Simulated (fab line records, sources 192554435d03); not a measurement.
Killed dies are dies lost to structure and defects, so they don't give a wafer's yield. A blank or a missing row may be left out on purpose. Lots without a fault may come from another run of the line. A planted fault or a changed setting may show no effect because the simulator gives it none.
fab line records | flow n5_finfet
record lots=6 wafers=18 last_day=18
route steps=1938 shown TV_LITHO@1875 TV_OPEN@1887 PASSIVATION@1936
lots that met no fault: from a run of the same line without faults
start_h: hours from the record's first day to the start of the lot's first wafer shown | wait_h: hours since the lot's step before | " the same as in the row above | L1.1+2: a row that stands for several wafers | - no value, or no start given | * or withheld: withheld | < > ~ a bound
route shown NAME@n: a module of which the file shows steps, and the number in the route of the first | usual: mean/standard deviation of fault-free wafers | same: alike in all rows | chamber/n: place in a boat | sites: the reading at each site | _std_site: their standard deviation | _edge_site: outer sites' mean less inner sites' | radius_mm: how far each site lies from the wafer's centre | mask NAME#n: copy n | behind: the tool/chamber that last shaped the wafer | hold: why the lot was held/for how many hours/how that ended | device: the transistor (n, p or np) that didn't switch | end of line: the same wafers' tests at the end of the route | a step without rows: its recipe alone | killed: dies lost to structure and defects at the first sort, not the wafer's yield | map: a wafer's dies, x killed, . not, _ none there
set.NAME: the setting as run; set.NAME@STEP: as run at that earlier step | model.NAME: the simulator's own value behind a step, which no gauge read
lots at some steps of the route; a table a step, a row a wafer
services: from which hour (start_h, from the record's first day; less than 0 if before it) a tool's chamber was out of use, for how many hours, and why
## steps
# step N5_PASSIVATION_HMDS_03
# recipe time_s=60 temp_c=120
# step N5_PASSIVATION_COAT_04
# recipe spin_rpm=* resist_thk_nm=*
# step N5_PASSIVATION_EBR_06
# recipe solvent=PGMEA ebr_width_mm=1.5
# step N5_PASSIVATION_SOFTBAKE_05
# recipe temp_c=100 time_s=90
# step N5_PASSIVATION_EXPOSE_07
# recipe mask_id=TV na=0.55 source_shape=conventional sigma_outer=0.8 polarization=unpolarized defocus_nm=0 target_cd_nm=3000 dose_mj=22.75
# step N5_PASSIVATION_PEB_08
# recipe peb_temp_c=withheld peb_time_s=*
# step N5_PASSIVATION_DEVELOP_09
# recipe develop_time_s=60 rinse_liquid=diw dry=air_spin dev_temp_c=21
# step N5_PASSIVATION_HARDBAKE_11
# recipe temp_c=130 time_s=120
# step N5_PASSIVATION_CD_MEAS_10
# recipe target_cd_nm=3000 landing_energy_ev=500 detector=se_inlens
# usual cd_nm=2999.8/2.2
# columns lot.wafer tool chamber start_h wait_h cd_nm
L311.1 cd_sem-02 0 314.72 - 2997.4
L311.2 " 0 " " 2996.6
L311.6 " 0 " " 2999.0
L322.1 cd_sem-01 0 379.38 - 2998.5
L322.5 " 0 " " 3002.3
L322.6 " 0 " " 3000.3
L324.1 cd_sem-02 0 387.47 - 3004.2
L324.2 " 0 " " 3000.2
L324.4 " 0 " " 2999.7
L325.1 cd_sem-02 0 390.98 - 2998.9
L325.2 " 0 " " 2997.0
L325.5 " 0 " " 2996.0
L326.3 cd_sem-01 0 409.08 - 3000.6
L326.5 " 0 " " 2999.8
L326.6 " 0 " " 2997.8
L328.1 cd_sem-01 0 421.51 - 2999.9
L328.5 " 0 " " 3000.4
L328.6 " 0 " " 3003.3
# step N5_PASSIVATION_OVL_MEAS_60
# recipe points_per_wafer=44
# usual TV_OVL=4/5.2
# columns lot.wafer tool chamber start_h wait_h TV_OVL[nm]
L311.1 overlay-01 0 314.75 0.0 9
L311.2 " 0 " " 10
L311.6 " 0 " " 7
L322.1 overlay-02 0 379.41 0.0 3
L322.5 " 0 " " -1
L322.6 " 0 " " 3
L324.1 overlay-02 0 387.50 0.0 7
L324.2 " 0 " " 5
L324.4 " 0 " " 1
L325.1 overlay-01 0 391.01 0.0 7
L325.2 " 0 " " 11
L325.5 " 0 " " 7
L326.3 overlay-02 0 409.10 0.0 -2
L326.5 " 0 " " 3
L326.6 " 0 " " 5
L328.1 overlay-02 0 421.54 0.0 1
L328.5 " 0 " " 4
L328.6 " 0 " " 3
# step N5_PASSIVATION_INSPECT_61
# recipe mode=adi inspect_instrument=macro
# usual raw_defect_count=2.2/1.5
# columns lot.wafer tool chamber start_h wait_h raw_defect_count
L311.1 defect_inspect-02 - 314.79 0.0 4
L311.2 " - " " 1
L311.6 " - " " 1
L322.1 defect_inspect-02 - 379.43 0.0 5
L322.5 " - " " 3
L322.6 " - " " 2
L324.1 defect_inspect-01 - 387.53 0.0 1
L324.2 " - " " 2
L324.4 " - " " 2
L325.1 defect_inspect-01 - 391.04 0.0 2
L325.2 " - " " 1
L325.5 " - " " 2
L326.3 defect_inspect-01 - 409.13 0.0 2
L326.5 " - " " 2
L326.6 " - " " 1
L328.1 defect_inspect-01 - 421.56 0.0 3
L328.5 " - " " 3
L328.6 " - " " 2
# step N5_PASSIVATION_DESCUM_12
# recipe chemistry=O2 time_s=7.9 source_power_w=50 bias_power_w=20 pressure_mtorr=20 rf_frequency_hz=2.712e+07 temp_c=40 o2_flow_sccm=225
# usual drypump_motor_current_A=5.8/0.34 oes_product_au=0.82/0.076 rf_vpp_V=243.7/1.3 showerhead_plenum_p_Torr=2.14/0.069 throttle_valve_pct=20.41/0.23
# columns lot.wafer tool chamber start_h wait_h drypump_motor_current_A oes_product_au rf_hours_counter_h rf_vpp_V showerhead_plenum_p_Torr throttle_valve_pct
L311.1 rie_diel-06 1 314.82 0.0 5.9 0.90 34 246.0 2.20 20.19
L311.2 " 0 " " 5.8 0.84 71 242.2 2.14 20.20
L311.6 " 1 " " 5.9 0.90 - 243.8 2.20 20.21
L322.1 rie_diel-06 3 379.46 0.0 5.8 0.78 127 242.6 2.01 20.84
L322.5 " 1 " " 5.9 0.87 - 245.2 2.19 20.21
L322.6 " 0 " " 5.8 0.81 - 243.7 2.13 20.24
L324.1 rie_diel-06 0 387.56 0.0 5.8 0.80 92 244.0 2.13 20.25
L324.2 " 2 " " 5.9 0.71 196 245.6 2.19 20.37
L324.4 " 1 " " 6.0 0.86 - 243.7 2.19 20.21
L325.1 rie_diel-04 0 391.38 0.3 6.3 0.88 39 245.1 2.24 20.56
L325.2 " 2 " " 5.4 0.71 176 244.2 2.20 20.75
L325.5 " 3 " " 5.4 0.77 - 243.1 2.10 20.23
L326.3 rie_diel-02 0 409.20 0.1 6.6 0.89 40 245.2 2.20 20.13
L326.5 " 0 " " 6.5 0.90 - 245.3 2.20 20.12
L326.6 " 3 " " 5.9 0.81 - 242.4 2.12 20.52
L328.1 rie_diel-02 1 421.76 0.2 5.9 0.68 224 243.6 2.06 20.76
L328.5 " 3 " " 5.9 0.80 - 244.6 2.12 20.53
L328.6 " 2 " " 5.2 0.81 - 243.4 2.11 20.45
# step N5_PASSIVATION_PASS_ETCH_74
# recipe chemistry=CF4/O2 target=SiNx target_depth_a=2200 time_s=110 ion_energy_ev=100 pressure_mtorr=40 source_w=535 bias_w=49 Ar_flow_sccm=100 cf4_flow_sccm=100 O2_flow_sccm=10
# usual cf4_flow_sccm=99.9/0.31 drypump_motor_current_A=5.8/0.34 oes_f_703_au=0.82/0.077 oes_o_777_au=0.82/0.066 oes_product_au=0.82/0.079 rf_vpp_V=243/5.1 showerhead_plenum_p_Torr=2.25/0.065 throttle_valve_pct=15.94/0.19
# columns lot.wafer tool chamber start_h wait_h cf4_flow_sccm drypump_motor_current_A oes_f_703_au oes_o_777_au oes_product_au rf_hours_counter_h rf_vpp_V showerhead_plenum_p_Torr throttle_valve_pct
L311.1 rie_diel-06 1 314.89 0.0 100.0 6.0 0.91 0.88 0.92 34 245 2.33 15.85
L311.2 " 0 " " 99.6 5.9 0.85 0.85 0.84 71 240 2.25 15.73
L311.6 " 1 " " 99.8 6.0 0.91 0.88 0.91 - 245 2.33 15.84
L322.1 rie_diel-06 3 379.53 0.0 99.7 5.9 0.77 0.79 0.78 127 243 2.12 16.32
L322.5 " 1 " " 77.5 5.9 0.95 1.11 0.86 - 239 2.16 14.95
L322.6 " 0 " " 99.8 5.9 0.84 0.83 0.83 - 240 2.24 15.78
L324.1 rie_diel-06 0 387.63 0.0 100.2 5.9 0.83 0.83 0.83 92 240 2.24 15.76
L324.2 " 2 " " 99.3 5.9 0.68 0.72 0.69 196 239 2.27 15.82
L324.4 " 1 " " 77.6 5.9 0.95 1.11 0.87 - 238 2.16 14.93
L325.1 rie_diel-04 0 391.45 0.0 100.6 6.3 0.87 0.91 0.88 39 250 2.33 15.90
L325.2 " 2 " " 100.1 5.4 0.73 0.74 0.72 176 250 2.30 16.24
L325.5 " 3 " " 100.2 5.4 0.79 0.78 0.78 - 240 2.23 15.83
L326.3 rie_diel-02 0 409.27 0.0 99.7 6.6 0.87 0.84 0.89 40 245 2.33 15.81
L326.5 " 0 " " 99.7 6.6 0.86 0.84 0.88 - 246 2.33 15.83
L326.6 " 3 " " 99.6 5.9 0.80 0.83 0.79 - 231 2.23 16.05
L328.1 rie_diel-02 1 421.83 0.0 100.3 5.9 0.68 0.69 0.68 224 243 2.18 16.34
L328.5 " 3 " " 99.9 5.9 0.81 0.81 0.78 - 233 2.23 16.05
L328.6 " 2 " " 99.8 5.2 0.80 0.81 0.80 - 244 2.22 15.98
# step N5_PASSIVATION_VIA_ETCH_13
# recipe chemistry=CHF3/O2 target=SiO2 target_depth_a=6600 CHF3_flow_sccm=50 O2_flow_sccm=5 Ar_flow_sccm=200 time_s=330 mask_material=PR pressure_mtorr=30 source_w=650 bias_w=170 ion_energy_ev=200 ends=cleared
# usual drypump_motor_current_A=5.8/0.34 etch_rf_on_time_s=236/5.7 oes_f_703_au=0.82/0.076 oes_o_777_au=0.82/0.07 oes_product_au=0.74/0.071 rf_vpp_V=528/11 showerhead_plenum_p_Torr=2.46/0.067 throttle_valve_pct=18.84/0.22
# columns lot.wafer tool chamber start_h wait_h drypump_motor_current_A etch_rf_on_time_s oes_f_703_au oes_o_777_au oes_product_au rf_hours_counter_h rf_vpp_V showerhead_plenum_p_Torr throttle_valve_pct
L311.1 rie_diel-06 1 314.98 0.0 5.9 234 0.92 0.89 0.83 34 532 2.54 18.72
L311.2 " 0 " " 5.8 227 0.86 0.86 0.75 71 521 2.45 18.58
L311.6 " 1 " " 5.9 240 0.92 0.91 0.82 - 532 2.54 18.72
L322.1 rie_diel-06 3 379.62 0.0 5.8 235 0.76 0.76 0.71 127 531 2.33 19.33
L322.5 " 1 " " 5.9 236 0.89 0.87 0.81 - 531 2.54 18.75
L322.6 " 0 " " 5.9 232 0.84 0.85 0.74 - 520 2.44 18.63
L324.1 rie_diel-06 0 387.72 0.0 5.9 229 0.83 0.84 0.74 92 522 2.44 18.64
L324.2 " 2 " " 6.0 242 0.70 0.71 0.63 196 524 2.48 18.62
L324.4 " 1 " " 5.9 239 0.88 0.87 0.79 - 531 2.53 18.75
L325.1 rie_diel-04 0 391.54 0.0 6.4 234 0.88 0.90 0.80 39 543 2.54 18.83
L325.2 " 2 " " 5.4 238 0.73 0.75 0.66 176 544 2.51 19.13
L325.5 " 3 " " 5.4 235 0.79 0.79 0.70 - 522 2.43 18.71
L326.3 rie_diel-02 0 409.36 0.0 6.5 230 0.85 0.85 0.81 40 535 2.56 18.75
L326.5 " 0 " " 6.6 230 0.86 0.85 0.81 - 536 2.56 18.72
L326.6 " 3 " " 5.9 242 0.81 0.83 0.71 - 504 2.44 18.96
L328.1 rie_diel-02 1 421.92 0.0 5.9 245 0.69 0.70 0.61 224 529 2.38 19.21
L328.5 " 3 " " 5.9 247 0.81 0.83 0.70 - 506 2.44 18.94
L328.6 " 2 " " 5.2 244 0.80 0.81 0.73 - 530 2.43 18.92
# step N5_PASSIVATION_PROBE_49
# usual defect_limited_yield=91.7/1.5 killed_at_M0_to_M3=32/10 killed_at_M4_up=14/5.3 killed_at_contacts=13/5.7 killed_at_front_end=37/10 killed_at_other=3.3/2.5 killed_dies=98/18 killed_open=65/13 killed_short=31/7.5 sort_bin_5_function=4.9/0.91 sort_bin_6_memory=3.1/0.71 sort_n_pass=1082/18 sort_yield_pct=91.7/1.5
# same gross_dies=1180 killed_at_back_side=0 sort_bin_4_leakage[%]=0 sort_bin_8_speed[%]=0
# columns lot.wafer tool chamber start_h wait_h defect_limited_yield[%] killed_at_M0_to_M3 killed_at_M4_up killed_at_contacts killed_at_front_end killed_at_other killed_dies killed_open killed_short sort_bin_5_function[%] sort_bin_6_memory[%] sort_n_pass sort_yield_pct[%]
L311.1 prober-01 - 322.50 0.0 91.8 39 18 6 32 2 97 67 26 4.4 3.1 1083 91.8
L311.2 prober-01 - 322.55 0.1 91.9 33 6 8 47 2 96 59 33 4.4 3.2 1084 91.9
L311.6 prober-01 - 322.75 0.3 90.4 30 16 6 58 3 113 73 38 5.5 3.3 1067 90.4
L322.1 prober-01 - 386.55 0.0 91.7 34 14 7 40 3 98 61 34 5.1 3.1 1082 91.7
L322.5 prober-01 - 386.75 0.2 92.5 29 10 4 42 3 88 52 31 4.2 2.7 1092 92.5
L322.6 prober-01 - 386.80 0.3 92.0 28 12 9 41 4 94 53 36 4.6 3.0 1086 92.0
L324.1 prober-02 - 394.27 0.0 90.8 29 27 15 38 0 109 75 32 5.4 3.5 1071 90.8
L324.2 prober-02 - 394.32 0.1 90.3 45 18 13 38 0 114 64 47 5.3 4.0 1066 90.3
L324.4 prober-02 - 394.42 0.2 89.1 53 20 13 40 3 129 71 56 6.5 4.1 1051 89.1
L325.1 prober-02 - 398.97 0.0 92.9 34 9 15 21 5 84 56 28 3.6 3.3 1096 92.9
L325.2 prober-02 - 399.02 0.1 93.6 30 6 13 24 2 75 52 23 4.1 1.9 1105 93.6
L325.5 prober-02 - 399.17 0.2 93.4 29 10 9 28 2 78 47 30 4.2 2.1 1102 93.4
L326.3 prober-01 - 416.28 0.1 91.3 24 12 26 32 9 103 76 24 5.2 3.1 1077 91.3
L326.5 prober-01 - 416.38 0.2 90.7 37 15 15 43 0 110 76 33 5.7 3.5 1070 90.7
L326.6 prober-01 - 416.43 0.3 90.8 26 16 7 46 13 108 68 35 5.7 3.1 1072 90.8
L328.1 prober-02 - 428.47 0.0 91.4 26 21 8 42 4 101 69 32 5.4 2.7 1079 91.4
L328.5 prober-02 - 428.67 0.2 90.1 26 12 8 66 5 117 79 33 6.4 2.7 1063 90.1
L328.6 prober-02 - 428.72 0.3 90.7 39 12 12 35 12 110 79 31 5.8 3.1 1070 90.7
# killed by level:class
L311.1 BEOL_M2:geometric_particle:open=19 BEOL_M4:geometric_particle:open=8 FIN_SAQP:geometric_particle:short=6 DUMMY_GATE:geometric_particle:open=6 BEOL_M0_SAQP:geometric_particle:short=5 BEOL_M1:geometric_particle:open=5 FIN_SAQP:geometric_particle:open=4 STI_FIN_REVEAL:geometric_particle:open=4
L311.2 FIN_SAQP:geometric_particle:short=12 FIN_SAQP:geometric_particle:open=10 BEOL_M1:geometric_particle:open=10 STI_FIN_REVEAL:geometric_particle:open=8 BEOL_M2:geometric_particle:open=8 MOL_CONTACT_COAG:geometric_particle:open=7 BEOL_M0_SAQP:geometric_particle:short=4 BEOL_M2:geometric_particle:short=4
L311.6 STI_FIN_REVEAL:geometric_particle:open=26 FIN_SAQP:geometric_particle:short=8 BEOL_M0_SAQP:geometric_particle:short=7 BEOL_M4:geometric_particle:open=7 BEOL_M2:geometric_particle:open=7 FIN_SAQP:geometric_particle:open=6 BEOL_M1:geometric_particle:open=6 STI_FIN_REVEAL:geometric_particle:short=4
L322.1 FIN_SAQP:geometric_particle:short=11 DUMMY_GATE:geometric_particle:open=9 FIN_SAQP:geometric_particle:open=7 MOL_CONTACT_COAG:geometric_particle:open=5 BEOL_M0_SAQP:geometric_particle:open=5 BEOL_M1:geometric_particle:open=5 BEOL_M2:geometric_particle:open=5 STI_FIN_REVEAL:geometric_particle:open=4
L322.5 FIN_SAQP:geometric_particle:short=13 FIN_SAQP:geometric_particle:open=10 BEOL_M0_SAQP:geometric_particle:open=9 BEOL_M2:geometric_particle:open=9 DUMMY_GATE:geometric_particle:open=5 BEOL_M0_SAQP:geometric_particle:short=5 MOL_CONTACT_COAG:geometric_particle:open=3 BEOL_M3:geometric_particle:open=3
L322.6 FIN_SAQP:geometric_particle:open=13 FIN_SAQP:geometric_particle:short=8 BEOL_M0_SAQP:geometric_particle:open=8 BEOL_M0_SAQP:geometric_particle:short=7 MOL_CONTACT_COAG:geometric_particle:open=6 STARTING-WAFER:geometric_particle:short=4 DUMMY_GATE:geometric_particle:open=3 MOL_CONTACT_COAG:geometric_particle:short=3
L324.1 MOL_CONTACT_COAG:geometric_particle:open=14 FIN_SAQP:geometric_particle:open=10 BEOL_M4:geometric_particle:open=10 BEOL_M0_SAQP:geometric_particle:short=8 BEOL_M5:geometric_particle:open=7 BEOL_M0_SAQP:geometric_particle:open=6 BEOL_M1:geometric_particle:open=6 FIN_SAQP:geometric_particle:short=5
L324.2 BEOL_M0_SAQP:geometric_particle:short=22 BEOL_M0_SAQP:geometric_particle:open=12 MOL_CONTACT_COAG:geometric_particle:open=9 DUMMY_GATE:geometric_particle:open=8 BEOL_M5:geometric_particle:open=7 STI_FIN_REVEAL:geometric_particle:open=6 BEOL_M1:geometric_particle:open=6 FIN_SAQP:geometric_particle:short=4
L324.4 BEOL_M0_SAQP:geometric_particle:short=18 BEOL_M0_SAQP:geometric_particle:open=14 BEOL_M5:geometric_particle:open=8 MOL_CONTACT_COAG:geometric_particle:open=7 BEOL_M4:geometric_particle:open=7 DUMMY_GATE:geometric_particle:open=6 GATE_CUT:geometric_particle:short=6 MOL_CONTACT_COAG:geometric_particle:short=6
L325.1 MOL_CONTACT_COAG:geometric_particle:open=12 BEOL_M0_SAQP:geometric_particle:open=10 STI_FIN_REVEAL:geometric_particle:open=9 BEOL_M0_SAQP:geometric_particle:short=9 BEOL_M2:geometric_particle:open=8 MOL_CONTACT_COAG:geometric_particle:short=3 BEOL_M1:geometric_particle:open=3 BEOL_M1:geometric_particle:short=3
L325.2 MOL_CONTACT_COAG:geometric_particle:open=11 BEOL_M2:geometric_particle:open=9 BEOL_M0_SAQP:geometric_particle:short=8 STI_FIN_REVEAL:geometric_particle:open=6 FIN_CUT:geometric_particle:open=4 BEOL_M0_SAQP:geometric_particle:open=4 STI_FIN_REVEAL:geometric_particle:short=3 GATE_CUT:geometric_particle:open=3
L325.5 MOL_CONTACT_COAG:geometric_particle:open=7 STARTING-WAFER:geometric_particle:short=7 BEOL_M0_SAQP:geometric_particle:short=6 BEOL_M0_SAQP:geometric_particle:open=5 DUMMY_GATE:geometric_particle:open=5 BEOL_M2:geometric_particle:open=5 STI_FIN_REVEAL:geometric_particle:open=4 BEOL_M3:geometric_particle:open=4
L326.3 MOL_CONTACT_COAG:geometric_particle:open=21 STI_FIN_REVEAL:geometric_particle:open=12 FIN_SAQP:geometric_particle:open=6 BEOL_M0_SAQP:geometric_particle:open=6 MOL_CONTACT_COAG:geometric_particle:short=5 BEOL_M0_SAQP:geometric_particle:short=5 BEOL_M1:geometric_particle:open=5 BEOL_M2:geometric_particle:open=5
L326.5 STI_FIN_REVEAL:geometric_particle:open=14 MOL_CONTACT_COAG:geometric_particle:open=11 BEOL_M1:geometric_particle:open=11 BEOL_M0_SAQP:geometric_particle:short=8 FIN_SAQP:geometric_particle:open=7 BEOL_M2:geometric_particle:open=5 FIN_SAQP:geometric_particle:short=4 DUMMY_GATE:geometric_particle:open=4
L326.6 STI_FIN_REVEAL:geometric_particle:open=11 GATE_CUT:geometric_particle:short=8 MOL_CONTACT_COAG:geometric_particle:open=7 BEOL_M1:geometric_particle:open=6 BEOL_M0_SAQP:geometric_particle:short=6 BEOL_M5:geometric_particle:open=6 BEOL_M0_SAQP:geometric_particle:open=5 BEOL_M3:geometric_particle:open=5
L328.1 STI_FIN_REVEAL:geometric_particle:open=9 FIN_SAQP:geometric_particle:open=7 BEOL_M3:geometric_particle:open=6 BEOL_M1:geometric_particle:open=6 FIN_CUT:geometric_particle:short=5 DUMMY_GATE:geometric_particle:open=5 MOL_CONTACT_COAG:geometric_particle:open=5 FIN_SAQP:geometric_particle:short=4
L328.5 STI_FIN_REVEAL:geometric_particle:open=25 DUMMY_GATE:geometric_particle:open=12 STI_FIN_REVEAL:geometric_particle:short=8 MOL_CONTACT_COAG:geometric_particle:open=7 BEOL_M2:geometric_particle:open=7 BEOL_M1:geometric_particle:open=5 BEOL_M3:geometric_particle:short=4 BEOL_M5:geometric_particle:open=4
L328.6 STI_FIN_REVEAL:geometric_particle:open=19 BEOL_M2:geometric_particle:open=18 MOL_CONTACT_COAG:geometric_particle:open=9 BEOL_M2:geometric_particle:short=7 PASS1_CAP:geometric_particle:open=6 BEOL_M4:geometric_particle:open=5 GATE_CUT:geometric_particle:short=4 BEOL_M0_SAQP:geometric_particle:open=4
## services
# columns tool chamber start_h hours kind
rie_diel-06 - 301.29 2.1 repair
rie_diel-02 - 350.76 0.6 repair
rie_diel-04 - 369.49 0.5 repair
rie_diel-06 3 382.22 3.5 repair
rie_diel-06 3 387.36 10.5 repair
## key
first_sign step=N5_PASSIVATION_PASS_ETCH_74 reading=cf4_flow_sccm direction=down sigmas=73 usual=99.9 struck=77.5
effect step=N5_PASSIVATION_PASS_ETCH_74 reading=throttle_valve_pct direction=down sigmas=5.3 usual=* struck=*
met_at N5_PASSIVATION_PASS_ETCH_74
struck_wafers L322.5,L324.4
onset_between 314.89 379.53
fault kind=process_parameter_drift tool=rie_diel-06 chamber=1 onset_h=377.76 steps=N5_PASSIVATION_PASS_ETCH_74 channel=cf4_flow_sccm offset=-22.5 shape=step end_h=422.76 acts_in=these_recipes_only stated=100
